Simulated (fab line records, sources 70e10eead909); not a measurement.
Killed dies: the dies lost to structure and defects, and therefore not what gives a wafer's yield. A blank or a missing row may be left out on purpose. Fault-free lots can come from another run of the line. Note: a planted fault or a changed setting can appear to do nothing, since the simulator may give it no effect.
What tool caused it?    flow nand_harc    36 wafers from 12 lots sampled at 5 of the route's 1302 steps

WHAT EACH GAUGE READ, for each wafer
NHARC_END_SORT_01. Usual: killed_at_array 55, standard deviation 17; killed_at_other 0.9, standard deviation 1.2; killed_at_periphery 3.7, standard deviation 2.5; killed_dies 59, standard deviation 18; killed_open 3.4, standard deviation 1.9; killed_short 2.6, standard deviation 1.6.
lot   measured      on         killed_at_array  killed_at_other  killed_at_periphery  killed_dies  killed_open  killed_short  flag
L877  day 27 21:59  prober-02  31 25            1 3              3 0                  35 28        2 4          1 1           
L881  day 29 06:59  prober-02  63               0                0                    63           2            3             

TOOL THAT RAN EACH LOT (tool first, then ch and the chambers of the sampled wafers, then the start)
lot   NHARC_A_CONTACT_STRIP_26                       NHARC_A_CONTACT_CMP_20         NHARC_A_BLC_ETCH_18                            NHARC_A_BLC_STRIP_29
L869  rie_diel-06 ch 0,2,3, day 22 07:10 or earlier  cmp-04 ch 1,3, day 22 07:10    rie_diel-09 ch 0,1,3, day 22 09:19 or earlier  rie_diel-03 ch 1,3, day 22 09:19
L873  rie_diel-06 ch 1,2,3, day 24 08:59 or earlier  cmp-01 ch 1,2, day 24 08:59    rie_diel-03 ch 1,2, day 24 11:09 or earlier    rie_diel-09 ch 1,2,3, day 24 11:09
L877  rie_diel-06 ch 0,2, day 25 06:25 or earlier    cmp-03 ch 1,2, day 25 06:25    rie_diel-03 ch 0,2,3, day 25 08:33 or earlier  rie_diel-03 ch 1,2,3, day 25 08:33
L876  rie_diel-01 ch 1,2, day 25 10:26 or earlier    cmp-03 ch 0,1,3, day 25 10:26  rie_diel-09 ch 1,2,3, day 25 12:33 or earlier  rie_diel-03 ch 0,1,2, day 25 12:33
L879  rie_diel-01 ch 0,2,3, day 26 12:39 or earlier  cmp-03 ch 0,1,2, day 26 12:39  rie_diel-09 ch 0,1,3, day 26 14:40 or earlier  rie_diel-03 ch 0,1,3, day 26 14:40
L881  rie_diel-06 ch 1,2, day 27 07:11 or earlier    cmp-04 ch 1,2,3, day 27 07:11  rie_diel-09 ch 0,1,3, day 27 09:22 or earlier  rie_diel-03 ch 1,2,3, day 27 09:22
L883  rie_diel-06 ch 2,3, day 28 12:17 or earlier    cmp-04 ch 0,3, day 28 12:17    rie_diel-09 ch 0,1,3, day 28 14:30 or earlier  rie_diel-07 ch 0,2,3, day 28 14:30
L884  rie_diel-13 ch 0,1,3, day 28 14:35 or earlier  cmp-04 ch 1,2, day 28 14:35    rie_diel-09 ch 0,1, day 28 16:54 or earlier    rie_diel-03 ch 1,3, day 28 16:54
L886  rie_diel-01 ch 0,2,3, day 29 10:50 or earlier  cmp-04 ch 1,3, day 29 10:50    rie_diel-09 ch 1,2,3, day 29 12:51 or earlier  rie_diel-03 ch 0,1,2, day 29 12:51
L885  rie_diel-06 ch 0,1,2, day 29 11:01 or earlier  cmp-03 ch 0,1,3, day 29 11:01  rie_diel-07 ch 0,2,3, day 29 13:09 or earlier  rie_diel-07 ch 0,1,2, day 29 13:09
L888  rie_diel-06 ch 1,2,3, day 30 04:00 or earlier  cmp-03 ch 0,1,2, day 30 04:00  rie_diel-09 ch 1,2, day 30 06:19 or earlier    rie_diel-09 ch 0,2, day 30 06:19
L892  rie_diel-06 ch 0,1,2, day 32 10:19 or earlier  cmp-01 ch 0,2,3, day 32 10:19  rie_diel-03 ch 0,2,3, day 32 12:37 or earlier  rie_diel-03 ch 0,2, day 32 12:37
- NHARC_A_CONTACT_STRIP_26: strips in O2.
- NHARC_A_CONTACT_CMP_20: polishes, t overpolish 30 s, target thk 300 nm.
- NHARC_A_BLC_ETCH_18: etches the open film in C4F8/O2/Ar, target depth 910 nm.
- NHARC_A_BLC_STRIP_29: strips in CF4.

AS READ BY THE TOOLS THEMSELVES (means over the sampled wafers that have a number; for cases with no such wafer, the mark the record gives instead)
NHARC_A_CONTACT_STRIP_26. Usual: value, then standard deviation, for each; chamber_pressure_mTorr 60.00 mTorr / 0.055; drypump_motor_current_A 5.7 A / 0.58; o2_flow_sccm 499.9 sccm / 1.5; oes_product_au 1.001 a.u. / 0.014; rf_vpp_V 57.7 V / 0.94; showerhead_plenum_p_Torr 3.49 Torr / 0.11; throttle_valve_pct 17.036 % / 0.0093.
lot   tool         chamber_pressure_mTorr (mTorr)  drypump_motor_current_A (A)  o2_flow_sccm (sccm)  oes_product_au (a.u.)  rf_vpp_V (V)  showerhead_plenum_p_Torr (Torr)  throttle_valve_pct (%)  flag
L869  rie_diel-06  60.06                           5.7                          500.4                1.007                  57.4          3.48                             17.038                  
L873  rie_diel-06  59.98                           6.1                          499.6                0.998                  57.1          3.54                             17.032                  
L877  rie_diel-06  60.02                           5.2                          500.8                0.996                  57.9          3.44                             17.043                  
L876  rie_diel-01  59.99                           4.9                          499.7                0.999                  57.3          3.47                             17.039                  
L879  rie_diel-01  59.99                           5.7                          499.8                1.015                  57.4          3.43                             17.040                  
L881  rie_diel-06  59.94                           6.0                          498.9                0.992                  58.8          3.56                             17.039                  
L883  rie_diel-06  60.02                           6.2                          499.7                0.998                  57.6          3.49                             17.037                  
L884  rie_diel-13  59.94                           5.8                          499.4                0.999                  56.0          3.45                             17.038                  
L886  rie_diel-01  60.04                           5.7                          499.5                1.010                  58.1          3.42                             17.041                  
L885  rie_diel-06  60.01                           5.6                          500.2                0.998                  57.6          3.49                             17.036                  
L888  rie_diel-06  60.02                           6.1                          499.6                0.997                  58.1          3.52                             17.040                  
L892  rie_diel-06  60.02                           5.6                          500.1                0.992                  57.7          3.49                             17.044                  

NHARC_A_CONTACT_CMP_20. Usual: motor_current_A 11.9 A, standard deviation 1.2; overpolish_run_s 30.001 s, standard deviation 0.0092; time_to_endpoint_s 61 s, standard deviation 5.1.
lot   tool    motor_current_A (A)  overpolish_run_s (s)  time_to_endpoint_s (s)  flag
L869  cmp-04  10.7                 29.997                52                      
L873  cmp-01  12.0                 30.002                64                      
L877  cmp-03  13.5                 30.007                64                      
L876  cmp-03  12.2                 29.999                61                      
L879  cmp-03  13.6                 29.998                65                      
L881  cmp-04  10.8                 29.998                54                      
L883  cmp-04  11.5                 30.011                63                      
L884  cmp-04  10.9                 29.997                57                      
L886  cmp-04  10.3                 29.995                58                      
L885  cmp-03  12.3                 29.994                62                      
L888  cmp-03  13.3                 30.001                63                      
L892  cmp-01  12.0                 30.014                61                      

NHARC_A_BLC_ETCH_18. Usual: oes_product_au 0.952 a.u., standard deviation 0.025; rf_vpp_V 975 V, standard deviation 5.2.
lot   tool         oes_product_au (a.u.)  rf_vpp_V (V)  flag
L869  rie_diel-09  0.986                  977           
L873  rie_diel-03  0.932                  977           
L877  rie_diel-03  0.935                  973           
L876  rie_diel-09  0.931                  978           
L879  rie_diel-09  0.973                  977           
L881  rie_diel-09  0.955                  976           
L883  rie_diel-09  0.926                  976           
L884  rie_diel-09  0.967                  975           
L886  rie_diel-09  0.983                  978           
L885  rie_diel-07  0.950                  977           
L888  rie_diel-09  0.976                  978           
L892  rie_diel-03  0.924                  973           

NHARC_A_BLC_STRIP_29. Usual: cf4_flow_sccm 150.0 sccm, standard deviation 0.43; drypump_motor_current_A 6.0 A, standard deviation 0.39; oes_product_au 1.002 a.u., standard deviation 0.014; rf_vpp_V 59.3 V, standard deviation 0.93; showerhead_plenum_p_Torr 1.74 Torr, standard deviation 0.059; throttle_valve_pct 13.284 %, standard deviation 0.009.
lot   tool         cf4_flow_sccm (sccm)  drypump_motor_current_A (A)  oes_product_au (a.u.)  rf_vpp_V (V)  showerhead_plenum_p_Torr (Torr)  throttle_valve_pct (%)  flag
L869  rie_diel-03  149.8                 6.5                          1.001                  59.0          1.78                             13.282                  
L873  rie_diel-09  -                     -                            -                      -             -                                -                       OFF
L877  rie_diel-03  -                     -                            -                      -             -                                -                       OFF
L876  rie_diel-03  -                     -                            -                      -             -                                -                       OFF
L879  rie_diel-03  149.9                 6.2                          0.991                  59.7          1.74                             13.278                  
L881  rie_diel-03  149.9                 6.3                          0.993                  59.7          1.74                             13.281                  
L883  rie_diel-07  149.9                 5.6                          0.994                  59.2          1.76                             13.279                  
L884  rie_diel-03  150.5                 6.3                          0.994                  59.7          1.77                             13.294                  
L886  rie_diel-03  149.8                 6.1                          1.004                  59.3          1.71                             13.285                  
L885  rie_diel-07  149.9                 6.0                          0.989                  59.7          1.77                             13.283                  
L888  rie_diel-09  150.4                 6.0                          1.027                  59.2          1.68                             13.282                  
L892  rie_diel-03  149.7                 5.8                          1.017                  59.0          1.67                             13.284                  

THE ANSWER, worked out from the rows above alone
Rule: a lot is off if the mean of its wafers that have a number lies more than 3 standard deviations from the usual mean. Also off: a lot with no number at a reading for which 4 or more lots have one. The other lots that the step has rows for count as sound. Order of review: gauges by route order, followed by the tools' own readings, for which a lot's mean as printed above is used. At the first step where some lot is off, the reading lying furthest off is the one used; lots without a number count as furthest.
Off: L873, L877, L876, at NHARC_A_BLC_STRIP_29 (cf4_flow_sccm). Without a number there: L873, L877, L876.
A tool fits if, at that step or a process step before it, it ran every lot that is off, and no sound lot after the first of them. NHARC_A_CONTACT_STRIP_26: start missing for some lots; hours and lot order therefore follow NHARC_A_CONTACT_CMP_20. NHARC_A_BLC_ETCH_18: start missing for some lots; hours and lot order therefore follow NHARC_A_BLC_STRIP_29. Of those tried, none fits.

WHAT HAD BEEN PUT IN BY THE SIMULATOR
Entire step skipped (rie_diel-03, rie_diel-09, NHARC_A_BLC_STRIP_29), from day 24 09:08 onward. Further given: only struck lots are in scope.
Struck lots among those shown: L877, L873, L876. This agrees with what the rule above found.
